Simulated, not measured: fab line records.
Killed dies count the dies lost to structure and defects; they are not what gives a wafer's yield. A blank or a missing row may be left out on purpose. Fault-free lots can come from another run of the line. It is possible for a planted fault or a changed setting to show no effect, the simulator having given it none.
Chamber matching -- flow n5 finfet -- 4 sister chambers for N5_STI_FIN_REVEAL_ETCH_34 on rie si-02
The step etches Si in H2, material Si, target depth 0.97 nm. 4 wafers are shown with their chamber, then 10 later ones without.

## WAFERS WITH THEIR CHAMBER
wafer,chamber,oes product au (a.u.)
L083.1,0,1.015
L083.2,2,0.994
L086.2,1,1.001
L086.3,3,0.999

## WAFERS MISSING THEIR CHAMBER
wafer,oes product au (a.u.)
L086.4,0.996
L088.1,1.003
L088.2,0.998
L088.5,1.018
L090.1,1.004
L090.3,0.990
L090.5,1.007
L093.2,1.003
L093.4,1.006
L093.6,1.029

## THE CHAMBER EACH PASSED THROUGH
wafer,from the rows above,in truth
L086.4,can't be placed: 2 or 3 or 1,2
L088.1,can't be placed: 1 or 3 or 2 or 0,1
L088.2,can't be placed: 3 or 1 or 2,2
L088.5,0,0
L090.1,can't be placed: 1 or 3 or 2 or 0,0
L090.3,can't be placed: 2 or 3 or 1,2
L090.5,can't be placed: 1 or 3 or 0 or 2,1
L093.2,can't be placed: 1 or 3 or 2 or 0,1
L093.4,can't be placed: 1 or 3 or 0 or 2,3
L093.6,0,0
2 of 10 placed correctly. Can't be placed from these rows: 8 (the true chamber is among the candidates in 8). 0 placed wrongly.
How it was worked out, from the rows above alone: a wafer's distance from a chamber is the root of the sum, over the readings, of the square of ((its reading less the chamber's mean) divided by the reading's scatter). If the next closest chamber is less than 2 further off than the closest, the wafer can't be placed; otherwise it belongs to the closest. Each chamber's mean is taken over the wafers shown for it. The scatter (one wafer shown for each chamber): square how far every hidden wafer sits from the nearest shown wafer, average those squares and take the square root.
